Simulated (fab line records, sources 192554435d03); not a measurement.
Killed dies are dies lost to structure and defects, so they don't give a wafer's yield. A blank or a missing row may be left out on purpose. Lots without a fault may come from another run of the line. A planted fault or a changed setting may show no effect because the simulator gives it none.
Which tool did it? | flow n5_finfet | 10 lots, 30 wafers sampled, at 4 steps of a route of 1938

WHAT THE GAUGES READ, wafer by wafer
N5_PASSIVATION_CD_MEAS_10: target cd 3000 nm. Usual: cd_nm 3000.5 nm, standard deviation 1.3.
lot  | measured     | on        | cd_nm (nm)           | flag
L825 | day 12 00:33 | cd_sem-03 | 3000.3 3000.4 2999.5 |
L826 | day 12 13:14 | cd_sem-02 | 3001.9 3001.0 3000.5 |
L829 | day 12 18:36 | cd_sem-01 | 3000.4 2999.4 2999.8 |
L833 | day 13 12:16 | cd_sem-03 | 3003.1 3001.7 3001.8 |
L837 | day 15 00:08 | cd_sem-03 | 3000.1 2999.0 2999.7 |
L838 | day 15 18:48 | cd_sem-02 | 3001.9 3000.5 3000.8 |
L845 | day 17 09:52 | cd_sem-03 | 3000.9 2999.8 2999.5 |
L846 | day 17 09:41 | cd_sem-01 | 2999.9 2999.6 2999.2 |
L847 | day 17 19:30 | cd_sem-01 | 2999.9 3002.0 3001.3 |
L848 | day 18 01:12 | cd_sem-02 | 3001.4 2999.6 2999.1 |

N5_PASSIVATION_OVL_MEAS_60. Usual: TV_OVL -2 nm, standard deviation 5.2.
lot  | measured     | on         | TV_OVL (nm) | flag
L825 | day 12 00:35 | overlay-01 | 7 5 5       |
L826 | day 12 13:16 | overlay-01 | -8 2 -8     |
L829 | day 12 18:38 | overlay-01 | -3 -1 -2    |
L833 | day 13 12:18 | overlay-02 | -6 -11 -13  |
L837 | day 15 00:10 | overlay-02 | -10 -5 -11  |
L838 | day 15 18:50 | overlay-01 | -3 -5 0     |
L845 | day 17 09:53 | overlay-01 | -1 -2 1     |
L846 | day 17 09:43 | overlay-02 | -1 -7 4     |
L847 | day 17 19:32 | overlay-02 | 6 5 2       |
L848 | day 18 01:13 | overlay-01 | 1 0 1       |

N5_PASSIVATION_CD_MEAS_44: target cd 40000 nm. Usual: cd_nm 40000 nm, standard deviation 3.4.
lot  | measured     | on        | cd_nm (nm)        | flag
L825 | day 12 04:12 | cd_sem-02 | 40002 40007 40006 |
L826 | day 12 17:37 | cd_sem-01 | 39997 39996 39996 |
L829 | day 12 22:16 | cd_sem-02 | 39996 39995 39997 |
L833 | day 13 16:12 | cd_sem-02 | 39999 40005 40007 |
L837 | day 15 03:40 | cd_sem-01 | 40002 40003 39999 |
L838 | day 15 22:56 | cd_sem-03 | 40001 39998 40000 |
L845 | day 17 13:44 | cd_sem-02 | 40000 40003 40004 |
L846 | day 17 13:16 | cd_sem-01 | 40000 39995 39997 |
L847 | day 17 23:47 | cd_sem-02 | 40000 40001 40002 |
L848 | day 18 04:43 | cd_sem-01 | 40000 40004 40000 |

WHICH TOOL RAN EACH LOT (tool, then ch and the chambers of the sampled wafers, then the start)
lot  | N5_BEOL_M7_PRE_CLEAN_45
L825 | pvd_sputter-03, day 9 01:01
L826 | pvd_sputter-01, day 9 21:23
L829 | pvd_sputter-03, day 10 02:14
L833 | pvd_sputter-01, day 11 03:53
L837 | pvd_sputter-03, day 12 07:44
L838 | pvd_sputter-02, day 12 21:35
L845 | pvd_sputter-02, day 14 14:43
L846 | pvd_sputter-02, day 14 19:31
L847 | pvd_sputter-02, day 15 00:14
L848 | pvd_sputter-03, day 15 07:24
- N5_BEOL_M7_PRE_CLEAN_45: time 30 s.

WHAT THE TOOLS THEMSELVES READ (means of the sampled wafers that have a number; where no wafer has one, the mark that the record gives instead)
N5_BEOL_M7_PRE_CLEAN_45. Usual: heater_power_w 342 W, standard deviation 34.
lot  | tool           | heater_power_w (W) | flag
L825 | pvd_sputter-03 | 331                |
L826 | pvd_sputter-01 | 383                |
L829 | pvd_sputter-03 | 329                |
L833 | pvd_sputter-01 | 334                |
L837 | pvd_sputter-03 | 340                |
L838 | pvd_sputter-02 | 326                |
L845 | pvd_sputter-02 | 328                |
L846 | pvd_sputter-02 | 326                |
L847 | pvd_sputter-02 | 315                |
L848 | pvd_sputter-03 | 348                |

THE ANSWER, worked out from the rows above alone
Rule: a lot is off if the mean of its wafers that have a number lies more than 3 standard deviations from the usual mean. A lot without any number at a reading at which 4 lots or more have one is off too. The other lots that the step has rows for count as sound. The gauges are gone through in route order, then the tools' own readings, and for those a lot's mean is taken as printed above. The first step at which some lot is off is used, and at that step the reading that is off furthest; a lot without a number counts as furthest.
No lot is off at any reading shown: from this, nothing can be told.

WHAT THE SIMULATOR HAD PUT IN
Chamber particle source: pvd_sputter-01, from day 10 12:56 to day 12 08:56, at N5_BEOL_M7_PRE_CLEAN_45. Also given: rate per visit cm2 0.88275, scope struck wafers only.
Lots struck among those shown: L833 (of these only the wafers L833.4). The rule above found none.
